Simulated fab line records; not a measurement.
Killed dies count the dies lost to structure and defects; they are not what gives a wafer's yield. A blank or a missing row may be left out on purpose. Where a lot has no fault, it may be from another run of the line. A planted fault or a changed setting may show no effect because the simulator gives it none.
Split-lot study | flow n5_finfet | 21 wafers read across 7 lots, on a route 1938 steps long

## SPLIT DETAILS
At N5_BEOL_M5_TRENCH_ETCH_37 (etches SiCOH lowk in C4F6/O2, target depth 71.652 nm, time 24.7 s), the setting time_s was moved away from the recipe's 24.7 s on 5 of the 21 wafers read, by -17.2% to -7.4%. For the rest of the wafers, this setting stayed at what the recipe calls for.

Reading taken at the split's own step.

## THE READING
BEOL_M5.feature_depth_nm (the simulator's own value, which no gauge read), in nm, at N5_BEOL_M5_TRENCH_ETCH_37 (etches SiCOH lowk in C4F6/O2, target depth 71.652 nm, time 24.7 s). No usual value for it is given in the file. Here, 16 wafers ran the recipe; their average is 70.9 nm with a standard deviation of 0.97 nm.

wafer  | tool, chamber at the split | time_s as run, s | against the recipe | BEOL_M5.feature_depth_nm, nm | against lot-mates on the recipe
L075.3 | rie_diel-02, 2             | 24.7             | recipe             | 69.8                         | -
L075.4 | rie_diel-02, 0             | 24.7             | recipe             | 69.8                         | -
L075.5 | rie_diel-02, 3             | 24.7             | recipe             | 72.6                         | -
L077.1 | rie_diel-05, 0             | 24.7             | recipe             | 69.6                         | -
L077.3 | rie_diel-05, 1             | 24.7             | recipe             | 70.8                         | -
L077.5 | rie_diel-05, 0             | 24.7             | recipe             | 70.2                         | -
L080.1 | rie_diel-02, 2             | 22.88            | -7.4%              | 64.6                         | -7.1
L080.3 | rie_diel-02, 3             | 24.7             | recipe             | 71.8                         | -
L080.4 | rie_diel-02, 1             | 24.7             | recipe             | 71.6                         | -
L082.3 | rie_diel-01, 3             | 24.7             | recipe             | 71.6                         | -
L082.4 | rie_diel-01, 2             | 20.44            | -17.2%             | 61                           | -10.6
L082.5 | rie_diel-01, 1             | 20.44            | -17.2%             | 59.4                         | -12.2
L087.4 | rie_diel-02, 3             | 24.7             | recipe             | 72.4                         | -
L087.5 | rie_diel-02, 3             | 24.7             | recipe             | 72                           | -
L087.6 | rie_diel-02, 0             | 24.7             | recipe             | 69.8                         | -
L091.2 | rie_diel-01, 2             | 22.47            | -9.0%              | 67                           | -3.8
L091.3 | rie_diel-01, 1             | 22.47            | -9.0%              | 65                           | -5.8
L091.4 | rie_diel-01, 1             | 24.7             | recipe             | 70.8                         | -
L090.3 | rie_diel-05, 3             | 24.7             | recipe             | 71.4                         | -
L090.4 | rie_diel-05, 1             | 24.7             | recipe             | 70                           | -
L090.6 | rie_diel-05, 3             | 24.7             | recipe             | 70.6                         | -

FIT RESULTS
A straight line over all 21 wafers: BEOL_M5.feature_depth_nm changes by +0.621 nm for each +1% of time_s; r = +0.96; the points scatter about the line by 1.1 nm.
The same after taking each lot's own level away (the mean of its wafers on the recipe; 21 wafers): +0.654 nm for each +1%; r = +0.96; scatter 1.1 nm.
On that fit, the largest move of time_s shifts the reading by 11 nm.
Measured against the standard deviation above, the lots' own levels, which go from 70.20 to 71.70 nm, span 1.5 times it.
So the lot-to-lot level changes the slope little: the two slopes agree.
Check: for one of the wafers moved furthest among these (-17.2%), held out of the fit, the line's prediction against its lot-mates is -11.7 nm. It came out at -10.6 nm against them.

## ADDITIONAL SPLITS CARRIED BY THESE WAFERS
Other splits were also applied to these wafers ahead of the reading. Each is held against what the fit with the lots' levels taken away leaves over:
other split on the same wafers     | wafers away from the commonest value | r with BEOL_M5.feature_depth_nm (lot level and that fit taken away)
N5_BEOL_M3_EXPOSE_08 dose_mj       | 5                                    | -0.31
N5_BEOL_M3_TRENCH_ETCH_37 source_w | 10                                   | +0.15
N5_BEOL_M3_ETCH_41 target_depth_a  | 5                                    | -0.06
N5_BEOL_M5_HM_DEP_02 target_thk_a  | 6                                    | -0.07
N5_BEOL_M5_COAT_60 spin_rpm        | 6                                    | +0.07

## THE WHOLE CHAIN: every reading that the file lists as answering this split, in the file's order
step                      | what it does                                                      | reading                                                                   | change (the file's fit)               | r (the file's)
N5_BEOL_M5_TRENCH_ETCH_37 | etches SiCOH lowk in C4F6/O2, target depth 71.652 nm, time 24.7 s | etch.depth_nm (the simulator's own value, which no gauge read)            | +0.68 nm for each +1% of the setting  | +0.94
N5_BEOL_M5_TRENCH_ETCH_37 | etches SiCOH lowk in C4F6/O2, target depth 71.652 nm, time 24.7 s | BEOL_M5.feature_depth_nm (the simulator's own value, which no gauge read) | +0.675 nm for each +1% of the setting | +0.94

## THE FILE'S OWN FIT
BEOL_M5.feature_depth_nm changes by +0.675 nm for each +1% of time_s, r = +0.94.
